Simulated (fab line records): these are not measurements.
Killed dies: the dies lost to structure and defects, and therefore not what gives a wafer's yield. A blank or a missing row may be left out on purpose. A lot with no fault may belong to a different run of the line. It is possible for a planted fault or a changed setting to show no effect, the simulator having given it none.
Comparing a struck lot with a sound one | flow n5-finfet | 20 out of 1938 route steps
Sound: the wafers L268.2, L268.3, L268.6. Wafers L279.1, L279.2, L279.6 were the ones struck. At the end, the cause is stated.
Order at every step that has rows: each side's tool, ch and its chambers, its first start. Under that, the readings that differ: sound wafers | struck wafers | difference of the means | sigmas: that difference in standard deviations of wafers without a fault.
alike: readings whose means differ by less than 2 such deviations, and words and numbers that are the same on both sides. not compared: withheld readings, readings that some wafer has no value for, bounds like >300 that may hide the same value, and numbers for which the record gives no deviation and whose values overlap.
Wherever a step has rows on one side only, a row that says differs or no value, or a row with sigmas, the two part there. Numbers that don't overlap but have no deviation are shown without sigmas and don't part them. A reading that every wafer of one side lacks parts them only if that side has two wafers or more.

first, 8 steps without rows for these wafers: N5_BEOL_M11_COAT_59 (time 60 s, resist thk 100 nm); N5_BEOL_M11_COAT_60 (time 60 s, resist thk 30 nm); N5_BEOL_M11_COAT_05 (resist thk 90 nm); N5_BEOL_M11_EBR_07; N5_BEOL_M11_SOFTBAKE_06 (time 60 s); N5_BEOL_M11_EXPOSE_08 (exposes mask M11); N5_BEOL_M11_PEB_09 (peb time 60 s); N5_BEOL_M11_DEVELOP_10 (develop time 30 s).
N5_BEOL_M11_CD_MEAS_11: the cd target is 64.1 nm.
  sound on cd-sem-02 ch 0, day 12 04:55; struck on cd-sem-02 ch 0, day 14 19:43
  alike: cd-nm
N5_BEOL_M11_OVL_MEAS_12:
  sound on overlay-01 ch 0, day 12 04:56; struck on overlay-02 ch 0, day 14 19:45
  alike: M11_OVL
N5_BEOL_M11_INSPECT_13: inspects for defects (brightfield).
  struck on defect-inspect-01, day 14 19:46; sound on defect-inspect-02, day 12 04:58
  alike: raw-defect-count
N5_BEOL_M11_DESCUM_16: chemistry O2, time 7.9 s.
  sound on rie-diel-03 ch 1,3, day 12 05:00; struck on rie-diel-06 ch 0,2,3, day 14 19:49
  alike: chamber-pressure-mTorr, drypump-motor-current-A, oes-product-au, rf-vpp-V, showerhead-plenum-p-Torr, throttle-valve-pct
  not compared: rf-hours-counter-h
N5_BEOL_M11_ETCH_61: etches SiARC in CF4, target depth 39 nm, time 65 s.
  sound on rie-diel-03 ch 1,3, day 12 05:02; struck on rie-diel-06 ch 0,2,3, day 14 19:50
  no value came back on the struck wafers for any of 10 readings (bias-w (W), cf4-flow-sccm (sccm) and others); on the sound wafers bias-w (W) reads 36.19 36.06 36.08
  reading                                       | sound    | struck         | difference | sigmas
  model.CAR-ArF_of_BEOL_M11_COAT_05.thk-nm (nm) | 55 55 55 | 83.8 83.8 83.4 | +28.7      |
  not compared: rf-hours-counter-h
N5_BEOL_M11_ETCH_62: etches SOC in N2/H2, target depth 110 nm, overetch 22 nm, time 165 s.
  sound on rie-diel-03 ch 1,3, day 12 05:05; struck on rie-diel-06 ch 0,2,3, day 14 19:53
  reading               | sound          | struck         | difference | sigmas
  oes-product-au (a.u.) | 0.61 0.81 0.80 | 0.27 0.30 0.33 | -0.44      | -6
  alike: bias-w, chamber-pressure-mTorr, drypump-motor-current-A, rf-vpp-V, showerhead-plenum-p-Torr, throttle-valve-pct
  not compared: rf-hours-counter-h
then, 1 step without rows for these wafers: N5_BEOL_M11_STRIP_68 (strips in N2/H2).
N5_BEOL_M11_STRIP_67: strips in CF4.
  sound on rie-diel-03 ch 1,3, day 12 05:14; struck on rie-diel-06 ch 0,2,3, day 14 20:02
  alike: chamber-pressure-mTorr, drypump-motor-current-A, oes-product-au, rf-vpp-V, showerhead-plenum-p-Torr, throttle-valve-pct
  not compared: rf-hours-counter-h
N5_BEOL_M11_HM_OPEN_17: chemistry Cl2/BCl3, target TiN, target depth 20 nm, overetch 6 nm.
  sound on rie-metal-01 ch 0,1, day 12 05:16; struck on rie-metal-03 ch 0,1, day 14 20:05
  reading                | sound             | struck            | difference | sigmas
  oes-product-au (a.u.)  | 0.85 0.58 0.83    | 0.30 0.32 0.33    | -0.44      | -6
  throttle-valve-pct (%) | 21.68 22.14 21.66 | 22.50 22.71 22.71 | +0.81      | +5
  alike: chamber-pressure-mTorr, drypump-motor-current-A, he-backside-leak-sccm, mfc-ar-sccm
  not compared: rf-hours-counter-h
N5_BEOL_M11_STRIP_19: strips in O2.
  sound on rie-diel-06 ch 0,1,2, day 12 05:25; struck on rie-diel-02 ch 0,1,2, day 14 20:17
  alike: chamber-pressure-mTorr, drypump-motor-current-A, oes-product-au, rf-vpp-V, showerhead-plenum-p-Torr, throttle-valve-pct
  not compared: rf-hours-counter-h
N5_BEOL_M11_CD_MEAS_18: pitch 140 nm, target cd 70 nm.
  struck on cd-sem-02, day 14 20:22; sound on cd-sem-01, day 12 05:29
  reading    | sound          | struck | difference                    | sigmas
  cd-nm (nm) | 69.3 70.9 69.8 | - - -  | no value on the struck wafers |
then, 1 step without rows for these wafers: N5_BEOL_M11_COAT_63 (time 60 s, resist thk 100 nm).

## WHERE THEY PART
First at N5_BEOL_M11_ETCH_61; last, within this record, at N5_BEOL_M11_CD_MEAS_18.

WHY: what the simulator had put in
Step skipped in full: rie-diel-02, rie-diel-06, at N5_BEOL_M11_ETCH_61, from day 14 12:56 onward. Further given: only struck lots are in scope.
